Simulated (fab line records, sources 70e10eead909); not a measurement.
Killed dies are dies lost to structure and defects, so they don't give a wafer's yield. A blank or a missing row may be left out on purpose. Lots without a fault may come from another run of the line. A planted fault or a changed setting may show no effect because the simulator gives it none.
Which tool did it? | flow nand_harc | 11 lots, 33 wafers sampled, at 5 steps of a route of 1159

WHAT THE GAUGES READ, wafer by wafer
NHARC_A_M1_OVL_MEAS_10: pitch 240 nm. Usual: overlay_x_nm 0.2 nm, standard deviation 1.1; overlay_y_nm 0.1 nm, standard deviation 0.71.
lot  | measured     | on         | overlay_x_nm (nm) | overlay_y_nm (nm) | flag
L676 | day 18 00:20 | overlay-02 | 1.4 1.0 1.5       | -1.1 -0.8 -0.3    |
L683 | day 19 13:23 | overlay-01 | -2.0 -1.6 -2.2    | 1.4 1.1 1.2       |
L682 | day 19 14:13 | overlay-02 | 29.6 29.7 29.3    | -0.2 0.9 0.2      | OFF
L686 | day 20 13:16 | overlay-02 | 29.2 29.8 29.2    | -1.5 -1.5 -1.4    | OFF
L685 | day 20 23:52 | overlay-02 | 30.0 30.0 30.0    | 0.4 0.6 0.5       | OFF
L689 | day 21 02:38 | overlay-01 | 0.5 0.8 0.7       | 0.6 0.6 0.3       |
L688 | day 21 18:38 | overlay-01 | 0.6 0.8 0.9       | -0.3 0.1 -0.1     |
L691 | day 21 18:56 | overlay-01 | -1.0 -1.1 -1.5    | 1.4 0.9 0.3       |
L694 | day 22 09:21 | overlay-01 | 0.3 0.2 0.7       | -0.5 0.3 0.2      |
L695 | day 22 14:20 | overlay-01 | -1.1 -0.5 -0.4    | -0.4 -1.0 -0.9    |
L697 | day 23 07:17 | overlay-01 | 0.5 0.8 0.9       | -1.3 -0.8 -0.8    |

WHICH TOOL RAN EACH LOT (tool, then ch and the chambers of the sampled wafers, then the start)
lot  | NHARC_A_CONTACT_ETCH_136             | NHARC_A_CONTACT_ETCH_98                       | NHARC_A_CONTACT_ETCH_110           | NHARC_A_M1_EXPOSE_06
L676 | har_cap_etch-01 ch 0,1, day 17 02:09 | rie_diel-13 ch 0,1,3, day 17 03:34 or earlier | rie_diel-13 ch 0,1,3, day 17 03:34 | arfi_scanner-01 ch 0, day 18 00:07
L683 | har_cap_etch-02 ch 0,1, day 18 22:06 | rie_diel-04 ch 0,1,3, day 18 23:23 or earlier | rie_diel-04 ch 0,2,3, day 18 23:23 | arfi_scanner-02 ch 0, day 19 13:10
L682 | har_cap_etch-01 ch 0,1, day 18 22:51 | rie_diel-06 ch 1,2,3, day 19 00:09 or earlier | rie_diel-04 ch 0,3, day 19 00:09   | arfi_scanner-03 ch 0, day 19 13:59
L686 | har_cap_etch-02 ch 0,1, day 19 20:06 | rie_diel-04 ch 0,2,3, day 19 21:32 or earlier | rie_diel-04 ch 2,3, day 19 21:32   | arfi_scanner-03 ch 0, day 20 13:02
L685 | har_cap_etch-03 ch 0, day 20 03:11   | rie_diel-04 ch 0,1, day 20 04:39 or earlier   | rie_diel-04 ch 1,3, day 20 04:39   | arfi_scanner-03 ch 0, day 20 23:38
L689 | har_cap_etch-03 ch 0,1, day 20 06:17 | rie_diel-04 ch 1,2, day 20 07:46 or earlier   | rie_diel-13 ch 2,3, day 20 07:46   | arfi_scanner-02 ch 0, day 21 02:23
L688 | har_cap_etch-01 ch 0,1, day 20 11:07 | rie_diel-06 ch 1,2, day 20 12:26 or earlier   | rie_diel-13 ch 0,1,3, day 20 12:26 | arfi_scanner-01 ch 0, day 21 18:25
L691 | har_cap_etch-01 ch 0,1, day 20 13:45 | rie_diel-13 ch 0,1,3, day 20 15:05 or earlier | rie_diel-06 ch 0,3, day 20 15:05   | arfi_scanner-02 ch 0, day 21 18:43
L694 | har_cap_etch-02 ch 0,1, day 21 02:19 | rie_diel-04 ch 0,1,2, day 21 03:35 or earlier | rie_diel-04 ch 0,3, day 21 03:35   | arfi_scanner-01 ch 0, day 22 09:08
L695 | har_cap_etch-01 ch 0,1, day 21 18:55 | rie_diel-13 ch 1,2,3, day 21 20:20 or earlier | rie_diel-04 ch 0,1,2, day 21 20:20 | arfi_scanner-02 ch 0, day 22 14:07
L697 | har_cap_etch-01 ch 0,1, day 22 13:21 | rie_diel-04 ch 1,2,3, day 22 15:03 or earlier | rie_diel-06 ch 2,3, day 22 15:03   | arfi_scanner-01 ch 0, day 23 07:04
- NHARC_A_CONTACT_ETCH_136: etches the open film in C4F8/O2/Ar, time 132 s, target depth 1287 nm.
- NHARC_A_CONTACT_ETCH_98: etches the open film in C4F6/O2, target depth 20 nm, time 10 s.
- NHARC_A_CONTACT_ETCH_110: etches the open film in CF4/O2, target depth 50 nm, overetch 5 nm, time 27.5 s.
- NHARC_A_M1_EXPOSE_06: exposes mask A M1, target cd 120 nm.

WHAT THE TOOLS THEMSELVES READ (means of the sampled wafers that have a number; where no wafer has one, the mark that the record gives instead)
NHARC_A_CONTACT_ETCH_136. Usual: oes_air_line_au 0.998 a.u., standard deviation 0.02.
lot  | tool            | oes_air_line_au (a.u.) | flag
L676 | har_cap_etch-01 | 0.988                  |
L683 | har_cap_etch-02 | 0.987                  |
L682 | har_cap_etch-01 | 1.008                  |
L686 | har_cap_etch-02 | 0.991                  |
L685 | har_cap_etch-03 | 1.004                  |
L689 | har_cap_etch-03 | 0.987                  |
L688 | har_cap_etch-01 | 1.002                  |
L691 | har_cap_etch-01 | 1.009                  |
L694 | har_cap_etch-02 | 1.016                  |
L695 | har_cap_etch-01 | 1.003                  |
L697 | har_cap_etch-01 | 1.002                  |

NHARC_A_CONTACT_ETCH_98. Usual: bias_w 500.0 W, standard deviation 1.7; drypump_motor_current_A 5.8 A, standard deviation 0.45; oes_product_au 0.970 a.u., standard deviation 0.027; rf_vpp_V 547 V, standard deviation 3.5; showerhead_plenum_p_Torr 3.95 Torr, standard deviation 0.17; throttle_valve_pct 26.904 %, standard deviation 0.0085.
lot  | tool        | bias_w (W) | drypump_motor_current_A (A) | oes_product_au (a.u.) | rf_vpp_V (V) | showerhead_plenum_p_Torr (Torr) | throttle_valve_pct (%) | flag
L676 | rie_diel-13 | 499.7      | 5.5                         | 0.945                 | 544          | 3.77                            | 26.907                 |
L683 | rie_diel-04 | 500.3      | 5.5                         | 0.948                 | 547          | 3.96                            | 26.904                 |
L682 | rie_diel-06 | 500.7      | 6.4                         | 1.011                 | 550          | 4.09                            | 26.907                 |
L686 | rie_diel-04 | 497.7      | 5.6                         | 0.957                 | 545          | 3.86                            | 26.905                 |
L685 | rie_diel-04 | 499.7      | 5.7                         | 0.939                 | 550          | 4.04                            | 26.898                 |
L689 | rie_diel-04 | 498.6      | 5.6                         | 0.948                 | 550          | 4.05                            | 26.901                 |
L688 | rie_diel-06 | 499.9      | 6.5                         | 0.991                 | 549          | 3.99                            | 26.911                 |
L691 | rie_diel-13 | 501.0      | 5.4                         | 1.004                 | 548          | 3.95                            | 26.898                 |
L694 | rie_diel-04 | 500.0      | 5.7                         | 0.945                 | 548          | 3.99                            | 26.901                 |
L695 | rie_diel-13 | 499.4      | 5.8                         | 0.973                 | 549          | 4.03                            | 26.914                 |
L697 | rie_diel-04 | 501.3      | 5.5                         | 0.936                 | 547          | 3.91                            | 26.903                 |

NHARC_A_CONTACT_ETCH_110. Usual: bias_w 100.0 W, standard deviation 0.3; drypump_motor_current_A 5.7 A, standard deviation 0.43; oes_ar_750_au 1.000 a.u., standard deviation 0.0039; oes_product_au 1.001 a.u., standard deviation 0.0083; rf_vpp_V 198.0 V, standard deviation 1.6; showerhead_plenum_p_Torr 1.35 Torr, standard deviation 0.061; throttle_valve_pct 13.397 %, standard deviation 0.0083.
lot  | tool        | bias_w (W) | drypump_motor_current_A (A) | oes_ar_750_au (a.u.) | oes_product_au (a.u.) | rf_vpp_V (V) | showerhead_plenum_p_Torr (Torr) | throttle_valve_pct (%) | flag
L676 | rie_diel-13 | 100.2      | 5.5                         | 0.998                | 0.999                 | 197.5        | 1.28                            | 13.398                 |
L683 | rie_diel-04 | 100.2      | 5.6                         | 0.998                | 0.997                 | 197.3        | 1.31                            | 13.391                 |
L682 | rie_diel-04 | 100.1      | 5.6                         | 1.001                | 0.998                 | 197.7        | 1.33                            | 13.395                 |
L686 | rie_diel-04 | 100.1      | 5.6                         | 1.000                | 0.992                 | 197.1        | 1.30                            | 13.385                 |
L685 | rie_diel-04 | 99.7       | 5.3                         | 1.001                | 1.001                 | 198.3        | 1.37                            | 13.393                 |
L689 | rie_diel-13 | 100.1      | 5.8                         | 1.002                | 1.002                 | 200.4        | 1.44                            | 13.393                 |
L688 | rie_diel-13 | 100.2      | 5.4                         | 1.001                | 1.000                 | 197.9        | 1.35                            | 13.394                 |
L691 | rie_diel-06 | 100.1      | 6.0                         | 1.001                | 1.006                 | 198.4        | 1.38                            | 13.389                 |
L694 | rie_diel-04 | 100.0      | 5.6                         | 1.000                | 1.000                 | 197.0        | 1.33                            | 13.402                 |
L695 | rie_diel-04 | 99.9       | 5.7                         | 0.998                | 0.999                 | 198.4        | 1.36                            | 13.390                 |
L697 | rie_diel-06 | 100.1      | 6.3                         | 1.000                | 0.995                 | 199.2        | 1.41                            | 13.395                 |

THE ANSWER, worked out from the rows above alone
Rule: a lot is off if the mean of its wafers that have a number lies more than 3 standard deviations from the usual mean. A lot without any number at a reading at which 4 lots or more have one is off too. The other lots that the step has rows for count as sound. The gauges are gone through in route order, then the tools' own readings, and for those a lot's mean is taken as printed above. The first step at which some lot is off is used, and at that step the reading that is off furthest; a lot without a number counts as furthest.
Off: L682, L686, L685, at NHARC_A_M1_OVL_MEAS_10 (overlay_x_nm).
A tool fits if, at a process step before that reading, it ran every lot that is off, and no sound lot after the first of them. The gauges at NHARC_A_M1_OVL_MEAS_10 are tried like those tools. NHARC_A_CONTACT_ETCH_98 gives no start for some lots, so the hours and the order of its lots are those of NHARC_A_CONTACT_ETCH_110. Can't be told from this: 2 tools fit, arfi_scanner-03 at NHARC_A_M1_EXPOSE_06, overlay-02 at NHARC_A_M1_OVL_MEAS_10.

WHAT THE SIMULATOR HAD PUT IN
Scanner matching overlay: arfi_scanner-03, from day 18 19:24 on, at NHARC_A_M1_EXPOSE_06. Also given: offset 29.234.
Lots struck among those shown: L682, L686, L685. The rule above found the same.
